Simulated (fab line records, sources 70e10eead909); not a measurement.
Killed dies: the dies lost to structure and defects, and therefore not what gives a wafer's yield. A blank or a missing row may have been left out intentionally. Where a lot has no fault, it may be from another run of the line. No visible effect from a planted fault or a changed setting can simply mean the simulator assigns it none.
Comparing a struck lot with a sound one || flow nand harc || 15 steps out of a route of 1159
Sound: wafers L456.1, L456.3, L456.4. Wafers struck: L454.1, L454.2, L454.3. Last of all comes the cause.
Per side, at each step with rows, come the tool, then ch with its chambers, and then its first start. Under that, the readings that differ: sound wafers || struck wafers || difference of the means || sigmas: that difference in standard deviations of wafers without a fault.
alike: a reading whose means differ by less than 2 such deviations, as well as words and numbers matching on both sides. not compared: withheld readings; readings where some wafer has no value; bounds like >300 that might hide an equal value; numbers whose values overlap and for which the record gives no deviation.
Wherever a step has rows on one side only, a row that says differs or no value, or a row with sigmas, the two part there. Non-overlapping numbers with no deviation appear without sigmas and do not part them. Lack of a reading on every wafer of one side parts them only where that side has two or more wafers.

NHARC_A_CONTACT_ETCH_137: etches the open film in C4F8/O2/Ar, time 132 s, target depth 1287 nm.
  sound on har cap etch-01 ch 0,1, day 19 20:04; struck on har cap etch-03 ch 0,1, day 18 13:16
  not compared: rf hours counter h
NHARC_A_CONTACT_ETCH_138: etches the open film in C4F8/O2/Ar, time 132 s, target depth 1289 nm.
  sound on har cap etch-01 ch 0,1, day 19 20:11; struck on har cap etch-03 ch 0,1, day 18 13:23
  not compared: rf hours counter h
then, 1 step without rows for these wafers: NHARC_A_CONTACT_ETCH_139 (etches the open film in C4F8/O2/Ar, time 137 s, target depth 590 nm).
NHARC_A_CONTACT_ETCH_92: etches the open film in CH3F/O2, target depth 40 nm, time 85.7 s.
  sound on rie diel-03 ch 0,2,3, day 19 20:43; struck on rie diel-03 ch 1,2,3, day 18 13:56
{"reading": "rf hours counter h (h)", "sound": "7 7 9", "struck": "4 2 4", "difference": -4, "sigmas": ""}
  alike: drypump motor current A, mfc ar sccm, oes product au, rf fwd power W, rf vpp V, showerhead plenum p Torr, throttle valve pct
then, 1 step without rows for these wafers: NHARC_A_CONTACT_ETCH_98 (etches the open film in C4F6/O2, target depth 20 nm, time 10 s).
NHARC_A_CONTACT_CD_MEAS_15:
  sound on cd sem-01, day 19 20:56; struck on cd sem-03, day 18 14:08
  alike: cd nm
then, 4 steps without rows for these wafers: NHARC_A_CONTACT_STRIP_107 (strips in N2/H2); NHARC_A_CONTACT_STRIP_108 (strips in CF4/CHF3); NHARC_A_CONTACT_STRIP_109 (strips in O2/COS); NHARC_A_CONTACT_ETCH_110 (etches the open film in CF4/O2, target depth 50 nm, overetch 5 nm, time 27.5 s).
NHARC_A_CONTACT_STRIP_26: strips in O2.
  sound on rie diel-03 ch 0,1,3; struck on rie diel-03 ch 1,2,3
{"reading": "rf hours counter h (h)", "sound": "7 7 9", "struck": "2 4 4", "difference": -4, "sigmas": ""}
  alike: drypump motor current A, mfc ar sccm, oes product au, rf vpp V, showerhead plenum p Torr, throttle valve pct
then, 1 step without rows for these wafers: NHARC_A_CONTACT_STRIP_27 (strips in post etch residue remover, time 600 s).
NHARC_A_CONTACT_ALD_18: deposits TiN, target thk 3 nm, pulse time 1 s, ald cycles 150.
  sound on ald metal-02 ch 0,1,2, day 19 21:54; struck on ald metal-03 ch 0,2,3, day 18 15:04
  no value came back on the struck wafers for ald cycles, heater power outer w (W), heater power w (W), precursor pulse height rel; on the sound wafers ald cycles reads 150 150 150
NHARC_A_CONTACT_CVD_19: deposits W, target thk 300 nm, time 802 s.
  sound on cvd w-02 ch 0,1; struck on cvd w-01 ch 0,1
  alike: heater power w, mfc ar sccm, throttle valve pct
-- break in the record here, with 3 days between the starts of the struck wafers on either side (left off in module A_CONTACT, picked up again in module END, where the first step shown is number 1159 on the route) --
NHARC_END_SORT_01:
  at this point the record logs the struck wafers (prober-02 ch 0, day 21 12:18) and has no rows for the sound ones

## WHERE THEY PART
At NHARC_A_CONTACT_ALD_18 first; at NHARC_END_SORT_01 last (within this record only).

WHY: whatever the simulator had introduced
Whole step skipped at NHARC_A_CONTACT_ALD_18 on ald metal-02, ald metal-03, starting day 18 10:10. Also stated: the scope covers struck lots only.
